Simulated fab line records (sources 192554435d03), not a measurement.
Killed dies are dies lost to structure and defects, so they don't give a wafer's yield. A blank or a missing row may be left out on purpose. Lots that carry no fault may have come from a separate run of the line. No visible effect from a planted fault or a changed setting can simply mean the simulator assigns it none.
fab line records + flow n5_finfet + part 2 of 2: steps 5 to 6 of 6
record
- lots=22
- wafers=66
- last_day=20
route steps=1938 shown HKMG_FIN@421 GATE_CUT@466
lots untouched by any fault: they come from a run of this same line in which no faults occurred
start_h: hours from the record's first day to the start of the lot's first wafer shown + wait_h: hours from the lot's prior step to this one + " as in the row above + L1.1+2: a single row standing in for several wafers + - either no value or no given start + * or withheld: withheld + < > ~ a bound
route shown NAME@n: names a module that has steps shown in the file, with the first one's number in the route + usual: mean/standard deviation of fault-free wafers + same: alike in all rows + chamber/n: place in a boat + sites: the reading at each site + _std_site: standard deviation of those values + _edge_site: outer sites' mean less inner sites' + radius_mm: for every site, how far away it sits from the centre of the wafer + mask NAME#n: copy n + behind: the tool/chamber that last shaped the wafer + hold: why the lot went on hold/how many hours it stayed there/how the hold came to an end + device: whichever transistor did not switch (one of n, p or np) + end of line: the same wafers' tests at the end of the route + a step without rows: its recipe alone + killed: count of dies lost to structure and defects at first sort (not the wafer's yield) + map: per-die view of a wafer (x killed, . not killed, _ where there is no die)
set.NAME: setting as actually run; set.NAME@STEP: the setting as run at that earlier step + model.NAME: the simulator's own value behind a step, which no gauge read
the route's steps for a sample of lots (tables are steps, rows are wafers)
services: from which hour (start_h, from the record's first day; less than 0 if before it) a tool's chamber was out of use, for how many hours, and why
## steps
# step N5_GATE_CUT_OVL_MEAS_14
# recipe
- points_per_wafer=522
# usual
- GATE_CUT_OVL=-0.4/0.71
| lot.wafer | tool       | chamber | start_h | wait_h | GATE_CUT_OVL[nm] |
|-----------|------------|---------|---------|--------|------------------|
| L074.2    | overlay-02 | 0       | 82.80   | 0.0    | 0.3              |
| L074.4    | "          | 0       | "       | "      | -0.5             |
| L074.6    | "          | 0       | "       | "      | -0.4             |
| L075.2    | overlay-01 | 0       | 89.55   | 0.0    | -0.2             |
| L075.4    | "          | 0       | "       | "      | -0.3             |
| L075.5    | "          | 0       | "       | "      | -0.9             |
| L076.3    | overlay-02 | 0       | 98.87   | 0.0    | -0.8             |
| L076.4    | "          | 0       | "       | "      | -1.2             |
| L076.5    | "          | 0       | "       | "      | 1.1              |
| L077.1    | overlay-01 | 0       | 102.08  | 0.0    | -0.9             |
| L077.5    | "          | 0       | "       | "      | -1.3             |
| L077.6    | "          | 0       | "       | "      | -0.2             |
| L078.1    | overlay-01 | 0       | 108.48  | 0.0    | -1.2             |
| L078.4    | "          | 0       | "       | "      | 0.0              |
| L078.5    | "          | 0       | "       | "      | -0.4             |
| L079.1    | overlay-01 | 0       | 113.39  | 0.0    | 0.2              |
| L079.2    | "          | 0       | "       | "      | 0.1              |
| L079.3    | "          | 0       | "       | "      | 0.2              |
| L080.1    | overlay-01 | 0       | 118.75  | 0.0    | -0.6             |
| L080.2    | "          | 0       | "       | "      | -0.7             |
| L080.4    | "          | 0       | "       | "      | -0.8             |
| L081.2    | overlay-01 | 0       | 127.72  | 0.0    | 0.1              |
| L081.3    | "          | 0       | "       | "      | -0.1             |
| L081.4    | "          | 0       | "       | "      | 0.2              |
| L082.3    | overlay-01 | 0       | 134.96  | 0.0    | -1.3             |
| L082.5    | "          | 0       | "       | "      | -0.9             |
| L082.6    | "          | 0       | "       | "      | -0.9             |
| L083.1    | overlay-01 | 0       | 141.21  | 0.0    | -1.5             |
| L083.3    | "          | 0       | "       | "      | -1.0             |
| L083.5    | "          | 0       | "       | "      | -2.3             |
| L084.3    | overlay-01 | 0       | 148.21  | 0.0    | -0.3             |
| L084.5    | "          | 0       | "       | "      | 0.1              |
| L084.6    | "          | 0       | "       | "      | -0.9             |
| L085.3    | overlay-01 | 0       | 154.48  | 0.0    | -0.8             |
| L085.4    | "          | 0       | "       | "      | -0.2             |
| L085.6    | "          | 0       | "       | "      | 0.6              |
| L086.2    | overlay-01 | 0       | 160.66  | 0.0    | 0.2              |
| L086.3    | "          | 0       | "       | "      | 0.0              |
| L086.5    | "          | 0       | "       | "      | 0.5              |
| L087.1    | overlay-01 | 0       | 167.88  | 0.0    | 0.7              |
| L087.2    | "          | 0       | "       | "      | 0.1              |
| L087.5    | "          | 0       | "       | "      | 0.2              |
| L088.1    | overlay-01 | 0       | 170.58  | 0.0    | 0.5              |
| L088.3    | "          | 0       | "       | "      | 0.9              |
| L088.6    | "          | 0       | "       | "      | -1.0             |
| L089.2    | overlay-01 | 0       | 178.67  | 0.0    | -0.3             |
| L089.3    | "          | 0       | "       | "      | -0.4             |
| L089.5    | "          | 0       | "       | "      | 0.1              |
| L091.2    | overlay-01 | 0       | 190.95  | 0.0    | -0.3             |
| L091.4    | "          | 0       | "       | "      | 0.0              |
| L091.6    | "          | 0       | "       | "      | -0.1             |
| L092.3    | overlay-02 | 0       | 194.33  | 0.0    | -0.4             |
| L092.4    | "          | 0       | "       | "      | -1.0             |
| L092.5    | "          | 0       | "       | "      | -0.1             |
| L093.1    | overlay-02 | 0       | 202.03  | 0.0    | -0.9             |
| L093.2    | "          | 0       | "       | "      | -1.3             |
| L093.6    | "          | 0       | "       | "      | 0.4              |
| L094.1    | overlay-01 | 0       | 204.13  | 0.0    | -0.7             |
| L094.2    | "          | 0       | "       | "      | -0.1             |
| L094.6    | "          | 0       | "       | "      | -0.8             |
| L096.1    | overlay-01 | 0       | 215.80  | 0.0    | -1.7             |
| L096.2    | "          | 0       | "       | "      | -0.3             |
| L096.4    | "          | 0       | "       | "      | -2.3             |
| L097.1    | overlay-01 | 0       | 228.08  | 0.0    | -0.1             |
| L097.2    | "          | 0       | "       | "      | 0.0              |
| L097.4    | "          | 0       | "       | "      | 0.2              |
# step N5_GATE_CUT_ETCH_28
# recipe
- chemistry=N2/H2
- target=underlayer
- target_depth_a=130
- mask_material=CAR-EUV
- time_s=10.4
- ion_energy_ev=200
- pressure_mtorr=30
- source_w=840
- bias_w=150
- n2_flow_sccm=200
- h2_flow_sccm=200
- ends=cleared
# usual
- drypump_motor_current_A=5.5/0.43
- etch_rf_on_time_s=10.42/0.26
- oes_product_au=0.64/0.072
- rf_vpp_V=524.4/3
- showerhead_plenum_p_Torr=2.55/0.1
- throttle_valve_pct=17.70/0.16
| lot.wafer | tool        | chamber | start_h | wait_h | drypump_motor_current_A | etch_rf_on_time_s | oes_product_au | rf_hours_counter_h | rf_vpp_V | showerhead_plenum_p_Torr | throttle_valve_pct |
|-----------|-------------|---------|---------|--------|-------------------------|-------------------|----------------|--------------------|----------|--------------------------|--------------------|
| L074.2    | rie_diel-02 | 1       | 82.92   | 0.0    | 6.4                     | 10.50             | 0.68           | 102                | 521.0    | 2.45                     | 17.77              |
| L074.4    | "           | 3       | "       | "      | 6.0                     | 10.58             | 0.65           | 160                | 520.4    | 2.41                     | 17.59              |
| L074.6    | "           | 2       | "       | "      | 5.6                     | 10.57             | 0.64           | -                  | 528.4    | 2.65                     | 17.71              |
| L075.2    | rie_diel-05 | 1       | 89.67   | 0.0    | 5.5                     | 10.16             | 0.79           | 23                 | 528.9    | 2.70                     | 17.39              |
| L075.4    | "           | 3       | "       | "      | 4.9                     | 10.61             | 0.60           | 196                | 525.7    | 2.60                     | 17.59              |
| L075.5    | "           | 1       | "       | "      | 5.4                     | 10.04             | 0.79           | -                  | 530.1    | 2.70                     | 17.39              |
| L076.3    | rie_diel-05 | 2       | 99.00   | 0.0    | 5.6                     | 10.32             | 0.59           | 222                | 521.6    | 2.40                     | 17.79              |
| L076.4    | "           | 0       | "       | "      | 5.6                     | 10.36             | 0.61           | 226                | 521.9    | 2.51                     | 18.01              |
| L076.5    | "           | 3       | "       | "      | 5.0                     | 10.55             | 0.60           | -                  | 526.1    | 2.60                     | 17.64              |
| L077.1    | rie_diel-05 | 1       | 102.20  | 0.0    | 5.4                     | 9.98              | 0.79           | 26                 | 528.3    | 2.70                     | 17.41              |
| L077.5    | "           | 3       | "       | "      | 4.9                     | 10.62             | 0.59           | -                  | 525.5    | 2.60                     | 17.62              |
| L077.6    | "           | 0       | "       | "      | 5.6                     | 10.41             | 0.61           | -                  | 523.2    | 2.51                     | 18.02              |
| L078.1    | rie_diel-05 | 2       | 108.60  | 0.0    | 5.6                     | 10.44             | 0.58           | 224                | 519.6    | 2.40                     | 17.81              |
| L078.4    | "           | 0       | "       | "      | 5.5                     | 10.39             | 0.61           | 229                | 522.5    | 2.51                     | 18.00              |
| L078.5    | "           | 3       | "       | "      | 5.0                     | 10.50             | 0.60           | -                  | 526.3    | 2.60                     | 17.61              |
| L079.1    | rie_diel-03 | 0       | 113.52  | 0.0    | 5.1                     | 10.03             | 0.64           | 179                | 527.0    | 2.62                     | 17.71              |
| L079.2    | "           | 2       | "       | "      | 5.6                     | 10.85             | 0.57           | 215                | 525.1    | 2.62                     | 17.79              |
| L079.3    | "           | 3       | "       | "      | 5.2                     | 10.02             | 0.76           | 34                 | 523.5    | 2.60                     | 17.65              |
| L080.1    | rie_diel-03 | 3       | 118.87  | 0.0    | 5.1                     | 10.09             | 0.75           | 35                 | 526.5    | 2.60                     | 17.67              |
| L080.2    | "           | 2       | "       | "      | 5.6                     | 10.93             | 0.58           | 216                | 525.3    | 2.62                     | 17.79              |
| L080.4    | "           | 0       | "       | "      | 5.1                     | 10.10             | 0.64           | 180                | 525.1    | 2.62                     | 17.74              |
| L081.2    | rie_diel-02 | 3       | 127.84  | 0.0    | 6.0                     | 10.64             | 0.63           | 172                | 520.8    | 2.41                     | 17.64              |
| L081.3    | "           | 2       | "       | "      | 5.6                     | 10.67             | 0.63           | 167                | 527.0    | 2.64                     | 17.71              |
| L081.4    | "           | 2       | "       | "      | 5.6                     | 10.72             | 0.63           | -                  | 525.9    | 2.64                     | 17.73              |
| L082.3    | rie_diel-05 | 0       | 135.08  | 0.0    | 5.6                     | 10.39             | 0.61           | 237                | 523.3    | 2.51                     | 18.01              |
| L082.5    | "           | 2       | "       | "      | 5.6                     | 10.29             | 0.58           | -                  | 520.0    | 2.39                     | 17.81              |
| L082.6    | "           | 3       | "       | "      | 5.0                     | 10.45             | 0.59           | -                  | 525.6    | 2.60                     | 17.63              |
| L083.1    | rie_diel-05 | 2       | 141.34  | 0.0    | 5.6                     | 10.36             | 0.57           | 234                | 520.0    | 2.39                     | 17.84              |
| L083.3    | "           | 0       | "       | "      | 5.6                     | 10.37             | 0.61           | 239                | 523.4    | 2.51                     | 18.05              |
| L083.5    | "           | 0       | "       | "      | 5.6                     | 10.37             | 0.60           | -                  | 523.1    | 2.51                     | 18.03              |
| L084.3    | rie_diel-05 | 2       | 148.34  | 0.0    | 5.6                     | 10.45             | 0.58           | 235                | 518.4    | 2.39                     | 17.81              |
| L084.5    | "           | 3       | "       | "      | 5.0                     | 10.59             | 0.59           | -                  | 525.5    | 2.59                     | 17.64              |
| L084.6    | "           | 2       | "       | "      | 5.6                     | 10.42             | 0.57           | -                  | 518.9    | 2.39                     | 17.82              |
| L085.3    | rie_diel-02 | 0       | 154.75  | 0.0    | 5.0                     | 10.35             | 0.61           | 226                | 525.8    | 2.62                     | 17.65              |
| L085.4    | "           | 0       | "       | "      | 5.0                     | 10.42             | 0.60           | -                  | 524.9    | 2.62                     | 17.66              |
| L085.6    | "           | 3       | "       | "      | 6.0                     | 10.58             | 0.64           | -                  | 521.0    | 2.40                     | 17.64              |
| L086.2    | rie_diel-03 | 3       | 160.79  | 0.0    | 5.2                     | 10.23             | 0.73           | 48                 | 523.7    | 2.59                     | 17.67              |
| L086.3    | "           | 0       | "       | "      | 5.1                     | 10.11             | 0.63           | 192                | 526.3    | 2.62                     | 17.73              |
| L086.5    | "           | 3       | "       | "      | 5.2                     | 10.23             | 0.72           | -                  | 524.7    | 2.59                     | 17.69              |
| L087.1    | rie_diel-05 | 2       | 168.00  | 0.0    | 5.6                     | 10.35             | 0.58           | 240                | 521.1    | 2.39                     | 17.82              |
| L087.2    | "           | 0       | "       | "      | 5.5                     | 10.46             | 0.60           | 246                | 522.7    | 2.50                     | 18.06              |
| L087.5    | "           | 1       | "       | "      | 5.5                     | 10.02             | 0.76           | -                  | 526.4    | 2.69                     | 17.43              |
| L088.1    | rie_diel-02 | 3       | 170.88  | 0.0    | 6.0                     | 10.64             | 0.62           | 186                | 520.5    | 2.40                     | 17.65              |
| L088.3    | "           | 1       | "       | "      | 6.4                     | 10.51             | 0.66           | 122                | 520.7    | 2.44                     | 17.81              |
| L088.6    | "           | 0       | "       | "      | 5.0                     | 10.58             | 0.59           | -                  | 527.4    | 2.61                     | 17.67              |
| L089.2    | rie_diel-02 | 1       | 178.79  | 0.0    | 6.4                     | 10.57             | 0.66           | 124                | 522.3    | 2.44                     | 17.85              |
| L089.3    | "           | 2       | "       | "      | 5.5                     | 10.80             | 0.62           | 183                | 526.8    | 2.64                     | 17.75              |
| L089.5    | "           | 1       | "       | "      | 6.4                     | 10.61             | 0.65           | -                  | 521.1    | 2.44                     | 17.83              |
| L091.2    | rie_diel-03 | 0       | 191.29  | 0.0    | 5.1                     | 10.00             | 0.62           | 204                | 525.0    | 2.61                     | 17.75              |
| L091.4    | "           | 3       | "       | "      | 5.2                     | 10.23             | 0.71           | 60                 | 526.0    | 2.59                     | 17.69              |
| L091.6    | "           | 1       | "       | "      | 6.3                     | 10.04             | 0.85           | -                  | 522.4    | 2.49                     | 17.28              |
| L092.3    | rie_diel-05 | 1       | 194.50  | 0.0    | 5.5                     | 10.02             | 0.74           | 55                 | 528.6    | 2.69                     | 17.45              |
| L092.4    | "           | 1       | "       | "      | 5.5                     | 10.04             | 0.74           | -                  | 527.7    | 2.69                     | 17.45              |
| L092.5    | "           | 2       | "       | "      | 5.6                     | 10.40             | 0.57           | -                  | 520.6    | 2.39                     | 17.86              |
| L093.1    | rie_diel-05 | 3       | 202.47  | 0.0    | 5.0                     | 10.53             | 0.59           | 226                | 526.7    | 2.59                     | 17.66              |
| L093.2    | "           | 1       | "       | "      | 5.5                     | 10.00             | 0.75           | 58                 | 528.1    | 2.69                     | 17.47              |
| L093.6    | "           | 3       | "       | "      | 5.0                     | 10.47             | 0.59           | -                  | 525.1    | 2.59                     | 17.67              |
| L094.1    | rie_diel-05 | 3       | 204.37  | 0.0    | 4.9                     | 10.58             | 0.59           | 227                | 524.7    | 2.59                     | 17.67              |
| L094.2    | "           | 2       | "       | "      | 5.6                     | 10.47             | 0.56           | 254                | 518.9    | 2.38                     | 17.85              |
| L094.6    | "           | 3       | "       | "      | 4.9                     | 10.62             | 0.58           | -                  | 526.7    | 2.59                     | 17.68              |
| L096.1    | rie_diel-02 | 1       | 216.08  | 0.0    | 6.4                     | 10.56             | 0.64           | 136                | 520.5    | 2.43                     | 17.84              |
| L096.2    | "           | 3       | "       | "      | 6.0                     | 10.74             | 0.62           | 198                | 520.7    | 2.40                     | 17.68              |
| L096.4    | "           | 2       | "       | "      | 5.6                     | 10.73             | 0.62           | 195                | 524.7    | 2.63                     | 17.77              |
| L097.1    | rie_diel-02 | 0       | 228.21  | 0.0    | 5.0                     | 10.63             | 0.58           | 248                | 524.8    | 2.61                     | 17.70              |
| L097.2    | "           | 3       | "       | "      | 6.0                     | 10.69             | 0.61           | 202                | 519.9    | 2.40                     | 17.68              |
| L097.4    | "           | 2       | "       | "      | 5.6                     | 10.73             | 0.61           | 200                | 524.8    | 2.63                     | 17.77              |
## services
| tool         | chamber | start_h | hours | kind           |
|--------------|---------|---------|-------|----------------|
| rie_diel-05  | 3       | 52.46   | 7.1   | repair         |
| rie_diel-05  | -       | 66.04   | 5.2   | repair         |
| ald_metal-01 | 1       | 82.87   | 5.1   | repair         |
| rie_diel-01  | 1       | 88.33   | 1.7   | repair         |
| ald_metal-02 | 3       | 97.31   | 26.2  | repair         |
| rie_diel-03  | -       | 107.77  | 2.8   | pm             |
| rie_diel-01  | 1       | 111.49  | 9.7   | repair         |
| rie_metal-02 | 0       | 120.37  | -     | clean          |
| rie_metal-02 | 0       | 120.37  | 21.0  | scheduled_down |
| rie_metal-02 | 0       | 120.37  | 21.0  | vent_cycle     |
| rie_diel-02  | 1       | 125.47  | 2.9   | repair         |
| rie_diel-06  | 0       | 130.10  | 4.0   | repair         |
| rie_diel-05  | -       | 154.02  | 2.8   | pm             |
| rie_diel-02  | 1       | 154.53  | 9.8   | repair         |
| rie_diel-01  | 3       | 156.77  | 43.4  | repair         |
| rie_diel-04  | 1       | 171.89  | 1.4   | repair         |
| rie_diel-05  | 3       | 171.94  | 12.6  | repair         |
| rie_diel-06  | 3       | 181.80  | 17.0  | repair         |
| rie_diel-03  | 0       | 202.03  | 2.2   | repair         |
| rie_diel-01  | -       | 202.64  | 0.5   | repair         |
| ald_metal-01 | -       | 210.02  | 1.2   | pm             |
| ald_metal-02 | 2       | 212.41  | 186.2 | repair         |
| rie_metal-03 | -       | 221.17  | 2.8   | pm             |
| ald_metal-02 | 3       | 226.62  | 7.0   | repair         |
